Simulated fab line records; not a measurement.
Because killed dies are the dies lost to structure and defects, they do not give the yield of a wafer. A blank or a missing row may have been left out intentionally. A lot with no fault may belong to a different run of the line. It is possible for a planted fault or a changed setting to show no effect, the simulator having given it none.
fab line records + flow n5_finfet + part 2 of 2: steps 25 to 36 of 36
record:
- lots: 5
- wafers: 15
- last_day: 15
route steps=1938 shown BEOL_M5@1170 BEOL_M6@1194
lots untouched by any fault: they come from a run of this same line in which no faults occurred
start_h: start of the lot's first displayed wafer, in hours after the record's first day + wait_h: hours elapsed since this lot's preceding step + " the same as in the row above + L1.1+2: several wafers, shown together as one row + - either no value or no given start + * or withheld: withheld + < > ~ a bound
route shown NAME@n: a module of which the file shows steps, and the number in the route of the first + usual: average and standard deviation across the fault-free wafers + same: alike in all rows + chamber/n: place in a boat + sites: the reading at each site + _std_site: their standard deviation + _edge_site: inner sites' mean taken away from outer sites' mean + radius_mm: for every site, how far away it sits from the centre of the wafer + mask NAME#n: copy n + behind: the tool/chamber that last shaped the wafer + hold: why the lot was held/for how many hours/how that ended + device: whichever transistor did not switch (one of n, p or np) + end of line: the route-end tests of the same wafers + a step given without rows: its recipe and nothing more + killed: count of dies lost to structure and defects at first sort (not the wafer's yield) + map: a wafer's dies, x killed, . not, _ none there
set.NAME: the setting the step ran with; set.NAME@STEP: the setting that earlier step ran with + model.NAME: the simulator's own value behind a step, which no gauge read
lots at some steps of the route; a table a step, a row a wafer
services: when a tool's chamber went out of use (start_h, in hours from the record's first day, below 0 if earlier), for how many hours, and the reason
== steps ==
step: N5_BEOL_M6_ILD_DEP_00
recipe:
- material: SiCOH_lowk
- target_thk_a: 1797.5
- temp_c: 300
- precursor: DEMS/porogen
- pressure_torr: 5
- rf_w: 500
- time_s: 33.4
usual:
- heater_power_w: 322/67
- showerhead_plenum_p_Torr: 5.736/0.011
- showerhead_vpp_V: 1390/61
- throttle_valve_pct: 13.7/0.63
| lot.wafer | tool     | chamber | start_h | wait_h | heater_power_w | showerhead_plenum_p_Torr | showerhead_vpp_V | throttle_valve_pct |
|-----------|----------|---------|---------|--------|----------------|--------------------------|------------------|--------------------|
| L078.3    | pecvd-02 | 0       | 205.57  | 0.0    | 271            | 5.737                    | 1362             | 13.6               |
| L078.4    | "        | 0       | "       | "      | 276            | 5.732                    | 1387             | 13.8               |
| L078.6    | "        | 2       | "       | "      | 298            | 5.732                    | 1398             | 13.0               |
| L082.1    | pecvd-03 | 2       | 228.00  | 0.0    | 371            | 5.743                    | 1336             | 12.8               |
| L082.2    | "        | 1       | "       | "      | 458            | 5.748                    | 1448             | 13.6               |
| L082.5    | "        | 1       | "       | "      | 459            | 5.745                    | 1450             | 13.5               |
| L081.1    | pecvd-03 | 2       | 228.97  | 0.0    | 321            | 5.730                    | 1375             | 12.9               |
| L081.5    | "        | 0       | "       | "      | 305            | 5.740                    | 1453             | 14.3               |
| L081.6    | "        | 2       | "       | "      | 330            | 5.741                    | 1340             | 13.0               |
| L084.1    | pecvd-03 | 0       | 238.92  | 0.0    | 314            | 5.728                    | 1427             | 14.5               |
| L084.4    | "        | 0       | "       | "      | 317            | 5.713                    | 1436             | 14.5               |
| L084.5    | "        | 2       | "       | "      | 363            | 5.741                    | 1350             | 12.9               |
| L085.1    | pecvd-03 | 2       | 254.38  | 0.0    | 320            | 5.734                    | 1345             | 12.9               |
| L085.2    | "        | 0       | "       | "      | 267            | 5.726                    | 1463             | 14.7               |
| L085.4    | "        | 0       | "       | "      | 289            | 5.734                    | 1464             | 14.4               |
step: N5_BEOL_M6_CURE_74
recipe:
- temp_c: 385
- time_s: 240
- ambient: He/Ar
- material: SiCOH_lowk
usual:
- lamp_power_pct: 52.32/0.05
- wafer_temp_C_max: 386.7/0.48
| lot.wafer | tool       | chamber | start_h | wait_h | lamp_power_pct | wafer_temp_C_max |
|-----------|------------|---------|---------|--------|----------------|------------------|
| L078.3    | uv_cure-02 | 1       | 205.79  | 0.2    | 52.36          | 386.2            |
| L078.4    | "          | 1       | "       | "      | 52.30          | 386.2            |
| L078.6    | "          | 1       | "       | "      | 52.41          | 386.1            |
| L082.1    | uv_cure-03 | 1       | 228.06  | 0.0    | 52.38          | 387.4            |
| L082.2    | "          | 1       | "       | "      | 52.30          | 387.2            |
| L082.5    | "          | 1       | "       | "      | 52.35          | 387.2            |
| L081.1    | uv_cure-01 | 2       | 229.04  | 0.0    | 52.39          | 386.1            |
| L081.5    | "          | 2       | "       | "      | 52.35          | 387.0            |
| L081.6    | "          | 2       | "       | "      | 52.26          | 387.0            |
| L084.1    | uv_cure-03 | 1       | 238.99  | 0.0    | 52.32          | 387.3            |
| L084.4    | "          | 1       | "       | "      | 52.32          | 386.2            |
| L084.5    | "          | 1       | "       | "      | 52.35          | 387.5            |
| L085.1    | uv_cure-03 | 0       | 254.44  | 0.0    | 52.36          | 386.8            |
| L085.2    | "          | 0       | "       | "      | 52.32          | 386.7            |
| L085.4    | "          | 0       | "       | "      | 52.41          | 387.3            |
step: N5_BEOL_M6_THK_MEAS_01
recipe:
- reads: SiCOH_lowk_of_BEOL_M6_ILD_DEP_00
usual:
- M6_ILD_THK: 156.1/2
| lot.wafer | tool          | chamber | start_h | wait_h | M6_ILD_THK[nm] |
|-----------|---------------|---------|---------|--------|----------------|
| L078.3    | film_metro-02 | -       | 206.15  | 0.3    | 156.7          |
| L078.4    | "             | -       | "       | "      | 158.3          |
| L078.6    | "             | -       | "       | "      | 156.2          |
| L082.1    | film_metro-02 | -       | 228.57  | 0.4    | 158.0          |
| L082.2    | "             | -       | "       | "      | 154.8          |
| L082.5    | "             | -       | "       | "      | 157.4          |
| L081.1    | film_metro-01 | -       | 229.55  | 0.4    | 153.1          |
| L081.5    | "             | -       | "       | "      | 155.6          |
| L081.6    | "             | -       | "       | "      | 156.3          |
| L084.1    | film_metro-02 | -       | 239.50  | 0.4    | 154.2          |
| L084.4    | "             | -       | "       | "      | 157.5          |
| L084.5    | "             | -       | "       | "      | 155.7          |
| L085.1    | film_metro-01 | -       | 254.96  | 0.4    | 154.7          |
| L085.2    | "             | -       | "       | "      | 154.3          |
| L085.4    | "             | -       | "       | "      | 156.7          |
step: N5_BEOL_M6_PECVD_70
recipe:
- material: SiO2
- target_thk_a: 200
- temp_c: 400
- precursor: TEOS/O2
- pressure_torr: 5.5
- rf_w: 450
- teos_flow_sccm: 53.8
- gas: O2
- flow_sccm: 3000
- time_s: 22.7
usual:
- heater_power_w: 721/120
- showerhead_plenum_p_Torr: 8.764/0.025
- showerhead_vpp_V: 1310/59
- throttle_valve_pct: 22.1/1
| lot.wafer | tool     | chamber | start_h | wait_h | heater_power_w | showerhead_plenum_p_Torr | showerhead_vpp_V | throttle_valve_pct |
|-----------|----------|---------|---------|--------|----------------|--------------------------|------------------|--------------------|
| L078.3    | pecvd-02 | 0       | 206.18  | 0.0    | 656            | 8.765                    | 1312             | 21.8               |
| L078.4    | "        | 1       | "       | "      | 631            | 8.774                    | 1376             | 23.7               |
| L078.6    | "        | 0       | "       | "      | 670            | 8.770                    | 1303             | 22.1               |
| L082.1    | pecvd-03 | 1       | 228.61  | 0.0    | 926            | 8.771                    | 1379             | 21.8               |
| L082.2    | "        | 0       | "       | "      | 701            | 8.725                    | 1382             | 23.4               |
| L082.5    | "        | 2       | "       | "      | 806            | 8.801                    | 1287             | 21.0               |
| L081.1    | pecvd-04 | 0       | 229.59  | 0.0    | 746            | 8.740                    | 1307             | 22.4               |
| L081.5    | "        | 1       | "       | "      | 516            | 8.750                    | 1202             | 22.2               |
| L081.6    | "        | 0       | "       | "      | 757            | 8.746                    | 1325             | 22.9               |
| L084.1    | pecvd-04 | 1       | 239.54  | 0.0    | 560            | 8.752                    | 1212             | 22.1               |
| L084.4    | "        | 0       | "       | "      | 686            | 8.754                    | 1279             | 22.5               |
| L084.5    | "        | 2       | "       | "      | 693            | 8.764                    | 1237             | 21.0               |
| L085.1    | pecvd-03 | 2       | 254.99  | 0.0    | 819            | 8.765                    | 1282             | 21.0               |
| L085.2    | "        | 1       | "       | "      | 939            | 8.791                    | 1372             | 21.8               |
| L085.4    | "        | 2       | "       | "      | 815            | 8.780                    | 1281             | 20.9               |
step: N5_BEOL_M6_HM_DEP_02
recipe:
- material: TiN
- target_thk_a: 200
- temp_c: 25
- chamber_pressure_pa: 0.49996
usual:
- throttle_valve_pct: 29.7/0.97
| lot.wafer | tool           | chamber | start_h | wait_h | throttle_valve_pct |
|-----------|----------------|---------|---------|--------|--------------------|
| L078.3    | pvd_sputter-02 | -       | 207.41  | 1.2    | 29.3               |
| L078.4    | "              | -       | "       | "      | 28.2               |
| L078.6    | "              | -       | "       | "      | 29.5               |
| L082.1    | pvd_sputter-02 | -       | 229.73  | 1.1    | 29.3               |
| L082.2    | "              | -       | "       | "      | 29.2               |
| L082.5    | "              | -       | "       | "      | 29.0               |
| L081.1    | pvd_sputter-01 | -       | 229.96  | 0.4    | 31.0               |
| L081.5    | "              | -       | "       | "      | 32.3               |
| L081.6    | "              | -       | "       | "      | 30.0               |
| L084.1    | pvd_sputter-03 | -       | 240.96  | 1.4    | 30.5               |
| L084.4    | "              | -       | "       | "      | 29.2               |
| L084.5    | "              | -       | "       | "      | 30.6               |
| L085.1    | pvd_sputter-02 | -       | 255.54  | 0.5    | 29.4               |
| L085.2    | "              | -       | "       | "      | 29.5               |
| L085.4    | "              | -       | "       | "      | 28.7               |
step: N5_BEOL_M6_COAT_59
recipe:
- resist: SOC
- temp_c: 250
- time_s: 60
- spin_rpm: 1500
- resist_thk_nm: 100
| lot.wafer  | tool           | chamber | start_h | wait_h |
|------------|----------------|---------|---------|--------|
| L078.3+4+6 | litho_track-02 | 0       | 207.53  | 0.1    |
| L082.1+2+5 | litho_track-02 | 0       | 229.85  | 0.1    |
| L081.1+5+6 | litho_track-05 | 0       | 230.08  | 0.1    |
| L084.1+4+5 | litho_track-05 | 0       | 241.09  | 0.1    |
| L085.1+2+4 | litho_track-05 | 0       | 255.67  | 0.1    |
step: N5_BEOL_M6_COAT_60
recipe:
- resist: SiARC
- temp_c: 220
- time_s: 60
- spin_rpm: 1500
- resist_thk_nm: 35
| lot.wafer  | tool           | chamber | start_h | wait_h |
|------------|----------------|---------|---------|--------|
| L078.3+4+6 | litho_track-02 | 0       | -       | -      |
| L082.1+2+5 | litho_track-02 | 0       | -       | -      |
| L081.1+5+6 | litho_track-05 | 0       | -       | -      |
| L084.1+4+5 | litho_track-05 | 0       | -       | -      |
| L085.1+2+4 | litho_track-05 | 0       | -       | -      |
step: N5_BEOL_M6_COAT_05
recipe:
- resist: CAR-ArF
- spin_rpm: 1500
- resist_thk_nm: 90
| lot.wafer  | tool           | chamber | start_h | wait_h |
|------------|----------------|---------|---------|--------|
| L078.3+4+6 | litho_track-02 | 0       | -       | -      |
| L082.1+2+5 | litho_track-02 | 0       | -       | -      |
| L081.1+5+6 | litho_track-05 | 0       | -       | -      |
| L084.1+4+5 | litho_track-05 | 0       | -       | -      |
| L085.1+2+4 | litho_track-05 | 0       | -       | -      |
step: N5_BEOL_M6_EBR_07
recipe:
- solvent: PGMEA
- ebr_width_mm: 1.5
| lot.wafer  | tool           | chamber | start_h | wait_h |
|------------|----------------|---------|---------|--------|
| L078.3+4+6 | litho_track-02 | 0       | -       | -      |
| L082.1+2+5 | litho_track-02 | 0       | -       | -      |
| L081.1+5+6 | litho_track-05 | 0       | -       | -      |
| L084.1+4+5 | litho_track-05 | 0       | -       | -      |
| L085.1+2+4 | litho_track-05 | 0       | -       | -      |
step: N5_BEOL_M6_SOFTBAKE_06
recipe:
- temp_c: 110
- time_s: 60
- resist: CAR-ArF
| lot.wafer  | tool           | chamber | start_h | wait_h |
|------------|----------------|---------|---------|--------|
| L078.3+4+6 | litho_track-02 | 0       | -       | -      |
| L082.1+2+5 | litho_track-02 | 0       | -       | -      |
| L081.1+5+6 | litho_track-05 | 0       | -       | -      |
| L084.1+4+5 | litho_track-05 | 0       | -       | -      |
| L085.1+2+4 | litho_track-05 | 0       | -       | -      |
step: N5_BEOL_M6_EXPOSE_08
recipe:
- mask_id: M6
- na: 1.35
- source_shape: dipole
- sigma_inner: 0.817
- sigma_outer: 0.97
- polarization: te
- dose_mj: 68.25
| lot.wafer  | tool            | chamber | start_h | wait_h | mask |
|------------|-----------------|---------|---------|--------|------|
| L078.3+4+6 | arfi_scanner-01 | 0       | 207.66  | -      | M6#0 |
| L082.1+2+5 | arfi_scanner-02 | 0       | 230.10  | -      | M6#0 |
| L081.1+5+6 | arfi_scanner-03 | 0       | 230.33  | -      | M6#0 |
| L084.1+4+5 | arfi_scanner-02 | 0       | 241.33  | -      | M6#0 |
| L085.1+2+4 | arfi_scanner-01 | 0       | 255.91  | -      | M6#0 |
step: N5_BEOL_M6_PEB_09
recipe:
- peb_temp_c: withheld
- peb_time_s: 60
- resist: CAR-ArF
| lot.wafer  | tool           | chamber | start_h | wait_h |
|------------|----------------|---------|---------|--------|
| L078.3+4+6 | litho_track-03 | 0       | 207.71  | 0.0    |
| L082.1+2+5 | litho_track-02 | 0       | 230.16  | 0.1    |
| L081.1+5+6 | litho_track-05 | 0       | 230.39  | 0.1    |
| L084.1+4+5 | litho_track-02 | 0       | 241.39  | 0.1    |
| L085.1+2+4 | litho_track-05 | 0       | 255.97  | 0.1    |
== services ==
| tool            | chamber | start_h | hours | kind   |
|-----------------|---------|---------|-------|--------|
| arfi_scanner-03 | -       | 175.41  | 0.8   | pm     |
| arfi_scanner-02 | -       | 175.71  | 1.3   | pm     |
| uv_cure-02      | -       | 180.80  | 2.1   | pm     |
| arfi_scanner-02 | -       | 181.28  | 5.9   | repair |
| arfi_scanner-03 | -       | 182.29  | 1.3   | pm     |
| arfi_scanner-03 | -       | 184.48  | 4.1   | repair |
| pecvd-01        | 2       | 187.26  | 6.8   | repair |
| ecd_cu-02       | -       | 189.21  | 1.2   | repair |
| cvd_co-01       | 1       | 192.58  | 13.5  | repair |
| ald_metal-03    | -       | 193.09  | 2.8   | pm     |
| pecvd-03        | -       | 195.49  | 2.4   | repair |
| arfi_scanner-02 | -       | 201.17  | 0.8   | pm     |
| cvd_co-02       | -       | 206.63  | 3.8   | pm     |
| cmp-01          | -       | 207.51  | 4.9   | pm     |
| arfi_scanner-02 | -       | 207.58  | 1.0   | pm     |
| arfi_scanner-01 | -       | 211.88  | 17.3  | pm     |
| arfi_scanner-02 | -       | 212.08  | 0.3   | repair |
| arfi_scanner-02 | -       | 212.45  | 3.0   | pm     |
| cmp-02          | -       | 214.68  | 4.4   | repair |
| cmp-01          | -       | 221.30  | 2.3   | repair |
| cvd_co-01       | -       | 223.22  | 0.9   | repair |
| arfi_scanner-02 | -       | 225.45  | 4.1   | repair |
| arfi_scanner-01 | -       | 229.21  | 1.0   | pm     |
| arfi_scanner-01 | -       | 238.32  | 4.9   | pm     |
